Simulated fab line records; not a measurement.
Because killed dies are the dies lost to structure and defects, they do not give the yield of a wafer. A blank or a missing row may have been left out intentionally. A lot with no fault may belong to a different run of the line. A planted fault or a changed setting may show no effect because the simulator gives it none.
A lot that was struck, set against a sound lot :: flow n5Finfet :: 14 out of 1938 route steps
Sound: these wafers, L751.3, L751.4, L751.6. Wafers L756.1, L756.2, L756.5 were the ones struck. At the end, the cause is stated.
Each step with rows lists, per side, the tool, then ch with its chambers, then its first start. Under that, the readings that differ: sound wafers :: struck wafers :: difference of the means :: sigmas: that difference in standard deviations of wafers without a fault.
alike: a reading whose means differ by less than 2 such deviations, as well as words and numbers matching on both sides. not compared: withheld readings; readings where some wafer has no value; bounds like >300 that might hide an equal value; numbers whose values overlap and for which the record gives no deviation.
A row with sigmas, a row that says differs or no value, or rows on one side alone: a step with any of these is where the two part. Numbers that don't overlap but have no deviation are shown without sigmas and don't part them. A reading missing from all wafers of one side parts the sides only when that side holds two or more wafers.

N5_BEOL_M14_ETCH_59: etches BARC in N2/H2, target depth 89 nm, overetch 26.7 nm, time 67.9 s.
  sound on rieDiel-02 ch 1,2,3, day 15 07:22; struck on rieDiel-05 ch 0,1,2, day 16 17:17
  alike: drypumpMotorCurrentA, oesProductAu, rfVppV, showerheadPlenumPTorr, throttleValvePct
  not compared: rfHoursCounterH
N5_BEOL_M14_VIA_ETCH_16: etches SiO2 in C4F8/O2/Ar, target depth 1231.3 nm.
  sound on rieDiel-02 ch 1,2,3, day 15 07:25; struck on rieDiel-05 ch 0,1,2, day 16 17:20
  alike: O2_flow_sccm, drypumpMotorCurrentA, mfcArSccm, oesProductAu, rfVppV, showerheadPlenumPTorr, throttleValvePct
N5_BEOL_M14_STRIP_63: strips in O2.
  sound on rieDiel-02 ch 1,2,3; struck on rieDiel-05 ch 0,1,2
  alike: drypumpMotorCurrentA, oesProductAu, rfVppV, showerheadPlenumPTorr, throttleValvePct
  not compared: rfHoursCounterH
N5_BEOL_M14_STRIP_64: strips in O2.
  sound on rieDiel-02 ch 1,2,3; struck on rieDiel-05 ch 0,1,2
  alike: drypumpMotorCurrentA, oesProductAu, rfVppV, showerheadPlenumPTorr, throttleValvePct
  not compared: rfHoursCounterH
then, 2 steps without rows for these wafers: N5_BEOL_M14_STRIP_71 (strips in post etch residue remover, time 60 s); N5_BEOL_M14_SRD_72 (time 30 s, dry time 30 s).
N5_BEOL_M14_CD_MEAS_17: target cd 250 nm.
  sound on cdSem-01 at day 15 07:46; struck on cdSem-01 at day 16 17:41
  alike: cdNm
then, 5 steps without rows for these wafers: N5_BEOL_M14_COAT_65 (time 60 s, resist thk 450 nm); N5_BEOL_M14_COAT_66 (time 60 s, resist thk 110 nm); N5_BEOL_M14_COAT_22 (resist thk 300 nm); N5_BEOL_M14_EBR_24; N5_BEOL_M14_SOFTBAKE_23 (time 60 s).
N5_BEOL_M14_EXPOSE_25: exposes mask M14, target cd 280 nm.
  sound on krfScanner-01 ch 0, day 15 08:03; struck on krfScanner-01, day 16 17:58
  no value came back on the struck wafers for exposureDoseMJCm2, focusOffsetNm (nm), sigmaInner; on the sound wafers exposureDoseMJCm2 reads 27.15 27.15 27.16
  alike: mask
then, 1 step without rows for these wafers: N5_BEOL_M14_PEB_26 (peb time 90 s).

== WHERE THEY PART ==
Only at N5_BEOL_M14_EXPOSE_25, within this record.

WHY: whatever the simulator had introduced
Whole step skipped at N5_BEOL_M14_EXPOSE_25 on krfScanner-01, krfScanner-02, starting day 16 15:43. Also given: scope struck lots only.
